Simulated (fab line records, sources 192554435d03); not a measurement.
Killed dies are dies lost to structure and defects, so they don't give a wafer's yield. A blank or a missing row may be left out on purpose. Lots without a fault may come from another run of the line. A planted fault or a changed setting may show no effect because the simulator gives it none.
One fault seen from 2 desks | flow n5_finfet | each desk has only its own numbers; what lay behind them comes last

THE TOOL OWNER'S DESK: litho_track-02
The tool's own readings at N5_MOL_CONTACT_COAG_COAT_77 (time 60 s, resist thk 10 nm): means of the sampled wafers that have a number, for each lot that ran on this tool. A lot is out of limits, marked OUT, if its mean lies more than 4 standard deviations from the usual mean; the brackets give that distance.
Columns: A = resist_line_temp_C at N5_MOL_CONTACT_COAG_COAT_77, usual 23.00 C; B = spin_speed_rpm at N5_MOL_CONTACT_COAG_COAT_77, usual 1500.0 rpm
lot  | first seen here | A     | B
L952 | day 7 15:38     | 22.99 | 1782.6 (+99 or more) OUT
L953 | day 7 23:29     | 23.04 | 1783.7 (+99 or more) OUT
This desk's finding: out of limits on L952, L953; first on L952, day 7 15:38 (spin_speed_rpm at N5_MOL_CONTACT_COAG_COAT_77). In limits: none.

THE METROLOGY DESK
What the gauges read, lot by lot, whatever tool the lot ran on: means of the sampled wafers that have a number. A lot is out of limits, marked OUT, if its mean lies more than 4 standard deviations from the usual mean; the brackets give that distance. Of its 10 readings 7 are shown: those that lie furthest out on some lot.
Columns: A = DIBL_N at N5_BEOL_M4_RC_MEAS_101, usual 36.3 mV/V; B = DIBL_P at N5_BEOL_M4_RC_MEAS_101, usual 36.5 mV/V; C = IOFF_N at N5_BEOL_M4_RC_MEAS_101, usual 0.16 nA/um; D = ION_N at N5_BEOL_M4_RC_MEAS_101, usual 675 uA/um; E = SS_N at N5_BEOL_M4_RC_MEAS_101, usual 71.6 mV/dec; F = SS_P at N5_BEOL_M4_RC_MEAS_101, usual 73.3 mV/dec; G = VT_N at N5_BEOL_M4_RC_MEAS_101, usual 249 mV
lot  | first seen here | A    | B    | C    | D   | E    | F    | G
L946 | day 8 14:43     | 37.4 | 37.2 | 0.17 | 675 | 72.1 | 73.8 | 248
L952 | day 10 07:21    | 34.6 | 35.0 | 0.14 | 681 | 70.9 | 73.5 | 251
L953 | day 10 09:15    | 35.2 | 35.0 | 0.15 | 669 | 71.2 | 72.6 | 250
L954 | day 10 15:11    | 36.8 | 37.7 | 0.18 | 681 | 71.9 | 73.3 | 247
L958 | day 11 18:43    | 38.3 | 37.7 | 0.16 | 667 | 72.4 | 73.9 | 251
L960 | day 12 06:17    | 37.7 | 38.8 | 0.23 | 691 | 72.2 | 73.5 | 242
L962 | day 13 00:05    | 34.3 | 33.9 | 0.14 | 677 | 71.5 | 73.2 | 249
L963 | day 13 03:38    | 38.6 | 39.2 | 0.24 | 700 | 72.6 | 74.2 | 243
This desk's finding: nothing out of limits on any of the 8 lots.

PUT TOGETHER
The tool owner's desk could have raised an alarm at day 7 15:38, on L952, L953.
The metrology desk saw nothing out of limits.
The metrology desk has L952, L953 on record, within its limits.
Of the lots named, all ran N5_MOL_CONTACT_COAG_COAT_77 on litho_track-02.

WHAT THE SIMULATOR HAD PUT IN
Process parameter drift: litho_track-02, from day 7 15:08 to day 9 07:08, at N5_MOL_CONTACT_COAG_COAT_77. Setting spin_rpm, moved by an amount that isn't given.
Lots struck among those shown: L952, L953.
Hours from the fault's start to each desk's first reading out of limits: the tool owner's desk, 0.
